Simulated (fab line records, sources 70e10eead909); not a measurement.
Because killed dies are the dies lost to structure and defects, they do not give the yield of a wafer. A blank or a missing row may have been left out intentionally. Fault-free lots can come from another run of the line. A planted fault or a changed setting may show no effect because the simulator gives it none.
Chamber matching | flow nand harc | NHARC_P_M1_ETCH_35 on rie diel-01: 4 sister chambers
The step etches the open film in N2/H2, target depth 40 nm, overetch 12 nm, time 43.94 s. 8 wafers are shown with their chamber, then 11 later ones without.

## WAFERS WITH THEIR CHAMBER
wafer  | chamber | drypump motor current A (A) | showerhead plenum p Torr (Torr)
L079.2 | 0       | 6.1                         | 2.00
L079.4 | 1       | 6.6                         | 2.07
L081.3 | 0       | 6.1                         | 2.00
L081.4 | 3       | 5.6                         | 2.08
L085.2 | 3       | 5.6                         | 2.08
L085.5 | 2       | 6.2                         | 1.99
L085.6 | 1       | 6.7                         | 2.06
L086.3 | 2       | 6.2                         | 1.99

## WAFERS WHOSE CHAMBER IS MISSING
wafer  | drypump motor current A (A) | showerhead plenum p Torr (Torr)
L086.4 | 5.6                         | 2.08
L086.5 | 6.2                         | 1.99
L089.2 | 5.6                         | 2.08
L089.5 | 5.6                         | 2.08
L089.6 | 6.2                         | 1.99
L090.1 | 5.6                         | 2.08
L090.2 | 6.1                         | 2.00
L090.4 | 6.2                         | 1.99
L097.2 | 6.6                         | 2.06
L097.3 | 6.2                         | 1.99
L097.4 | 5.6                         | 2.08

## CHAMBER TAKEN BY EACH
wafer  | from the rows above | in truth
L086.4 | 3                   | 3
L086.5 | 2                   | 2
L089.2 | 3                   | 3
L089.5 | 3                   | 3
L089.6 | 2                   | 2
L090.1 | 3                   | 3
L090.2 | 0                   | 0
L090.4 | 2                   | 2
L097.2 | 1                   | 1
L097.3 | 2                   | 2
L097.4 | 3                   | 3
Placed correctly: 11 of 11. From these rows, 0 cannot be placed. 0 placed wrongly.
How it was worked out, from the rows above alone: a wafer's distance from a chamber is the root of the sum, over the readings, of the square of ((its reading less the chamber's mean) divided by the reading's scatter). If the next closest chamber is less than 2 further off than the closest, the wafer can't be placed; otherwise it belongs to the closest. For every chamber, the mean is computed from those of its wafers that are shown. The scatter: the root of (the sum of the squares of (reading less its chamber's mean) over the shown wafers, divided by (wafers less chambers)).
